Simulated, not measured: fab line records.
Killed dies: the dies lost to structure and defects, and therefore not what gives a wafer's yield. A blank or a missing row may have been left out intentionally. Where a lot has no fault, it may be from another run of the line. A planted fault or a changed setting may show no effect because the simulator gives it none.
Lot-split experiment + flow n5Finfet + route with 1938 steps; 7 lots, 39 wafers read

ON THE SPLIT
At N5_PASSIVATION_PECVD_53 (deposits SiO2 from TEOS/O2, target thk 800 nm, time 169.4 s), the setting timeS was moved away from the recipe's 169.4 s on 12 of the 39 wafers read, by -47.9% to +33.6%. The other wafers ran this setting at the recipe's value.

The reading comes from the split's own step.

THE READING
SiO2_of_PASSIVATION_PECVD_53.thkNm (the simulator's own value, which no gauge read), in nm, at N5_PASSIVATION_PECVD_53 (deposits SiO2 from TEOS/O2, target thk 800 nm, time 169.4 s). No usual value for it is given in the file. Here, 27 wafers ran the recipe; their average is 795.4 nm with a standard deviation of 8.1 nm.

| wafer  | tool, chamber at the split | timeS as run, s | against the recipe | SiO2_of_PASSIVATION_PECVD_53.thkNm, nm | against lot-mates on the recipe |
|--------|----------------------------|-----------------|--------------------|----------------------------------------|---------------------------------|
| L077.1 | pecvd-01, 1                | 223.5           | +31.9%             | 1039                                   | +242.5                          |
| L077.2 | pecvd-01, 2                | 223.5           | +31.9%             | 1033                                   | +236.5                          |
| L077.3 | pecvd-01, 1                | 169.4           | recipe             | 796.2                                  | -                               |
| L077.4 | pecvd-01, 2                | 223.5           | +31.9%             | 1050                                   | +253.5                          |
| L077.5 | pecvd-01, 2                | 169.4           | recipe             | 797                                    | -                               |
| L077.6 | pecvd-01, 1                | 169.4           | recipe             | 796.4                                  | -                               |
| L081.1 | pecvd-01, 1                | 169.4           | recipe             | 792.6                                  | -                               |
| L081.2 | pecvd-01, 2                | 169.4           | recipe             | 785.2                                  | -                               |
| L081.3 | pecvd-01, 0                | 169.4           | recipe             | 794.6                                  | -                               |
| L081.4 | pecvd-01, 1                | 169.4           | recipe             | 800.2                                  | -                               |
| L081.5 | pecvd-01, 0                | 169.4           | recipe             | 797.4                                  | -                               |
| L081.6 | pecvd-01, 2                | 169.4           | recipe             | 789.2                                  | -                               |
| L083.1 | pecvd-03, 0                | 169.4           | recipe             | 788.2                                  | -                               |
| L083.2 | pecvd-03, 2                | 169.4           | recipe             | 786.4                                  | -                               |
| L083.3 | pecvd-03, 1                | 169.4           | recipe             | 781.2                                  | -                               |
| L083.4 | pecvd-03, 2                | 88.21           | -47.9%             | 424.6                                  | -360.7                          |
| L083.5 | pecvd-03, 0                | 88.21           | -47.9%             | 426.8                                  | -358.5                          |
| L083.6 | pecvd-03, 1                | 88.21           | -47.9%             | 415.6                                  | -369.7                          |
| L087.1 | pecvd-01, 2                | 169.4           | recipe             | 789.8                                  | -                               |
| L087.2 | pecvd-01, 0                | 169.4           | recipe             | 794.6                                  | -                               |
| L087.3 | pecvd-01, 1                | 169.4           | recipe             | 787                                    | -                               |
| L087.4 | pecvd-01, 0                | 169.4           | recipe             | 799.2                                  | -                               |
| L087.5 | pecvd-01, 1                | 169.4           | recipe             | 808.4                                  | -                               |
| L087.6 | pecvd-01, 2                | 169.4           | recipe             | 802.6                                  | -                               |
| L090.1 | pecvd-03, 0                | 124.1           | -26.7%             | 570                                    | -216.7                          |
| L090.2 | pecvd-03, 2,1              | 169.4           | recipe             | 784                                    | -                               |
| L090.3 | pecvd-03, 2,1              | 169.4           | recipe             | 784                                    | -                               |
| L090.4 | pecvd-03, 2                | 124.1           | -26.7%             | 586.4                                  | -200.3                          |
| L090.5 | pecvd-03, 0                | 169.4           | recipe             | 792.2                                  | -                               |
| L090.6 | pecvd-03, 1                | 124.1           | -26.7%             | 579                                    | -207.7                          |
| L092.2 | pecvd-01, 2                | 169.4           | recipe             | 802.2                                  | -                               |
| L092.3 | pecvd-01, 1                | 169.4           | recipe             | 807.6                                  | -                               |
| L092.5 | pecvd-01, 2                | 169.4           | recipe             | 804.2                                  | -                               |
| L093.1 | pecvd-04, 0                | 169.4           | recipe             | 803.8                                  | -                               |
| L093.2 | pecvd-04, 1                | 169.4           | recipe             | 800.2                                  | -                               |
| L093.3 | pecvd-04, 1                | 169.4           | recipe             | 812                                    | -                               |
| L093.4 | pecvd-04, 0                | 226.4           | +33.6%             | 1079                                   | +273.7                          |
| L093.5 | pecvd-04, 1,0              | 226.4           | +33.6%             | 1081                                   | +275.7                          |
| L093.6 | pecvd-04, 1,0              | 226.4           | +33.6%             | 1081                                   | +275.7                          |
Rows listing several chambers each stand for several wafers; the file does not say which wafer went through which chamber.

FIT RESULTS
A straight line over all 39 wafers: SiO2_of_PASSIVATION_PECVD_53.thkNm changes by +7.96 nm for each +1% of timeS; r = +1.00; the points scatter about the line by 9.7 nm.
The same after taking each lot's own level away (the mean of its wafers on the recipe; 39 wafers): +7.75 nm for each +1%; r = +1.00; scatter 6.9 nm.
Per that fit: largest timeS move, reading shift of 3.7e+02 nm.
The lots' own levels span 785.27 to 805.33 nm, that is 2.5 times the standard deviation above.
The two slopes are in agreement: the lot-to-lot level therefore moves the slope only a little.
Check: with one of the wafers moved furthest among these (-47.9%) left out of the fit, the line predicts -372 nm for it against its lot-mates. It came out at -361 nm against them.

THESE WAFERS: OTHER SPLITS
Before the reading, these wafers also passed through other splits. Each is held against what the fit with the lots' levels taken away leaves over:
| other split on the same wafers    | wafers away from the commonest value | r with SiO2_of_PASSIVATION_PECVD_53.thkNm (lot level and that fit taken away) |
|-----------------------------------|--------------------------------------|-------------------------------------------------------------------------------|
| N5_BEOL_M11_ILD_DEP_00 targetThkA | 12                                   | +0.00                                                                         |
| N5_BEOL_M13_ETCH_59 timeS         | 15                                   | +0.02                                                                         |
| N5_MIM_BOT_SPUTTER_00 timeS       | 15                                   | +0.26                                                                         |

THE FILE'S OWN FIT
SiO2_of_PASSIVATION_PECVD_53.thkNm changes by +7.75 nm for each +1% of timeS, r = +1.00.
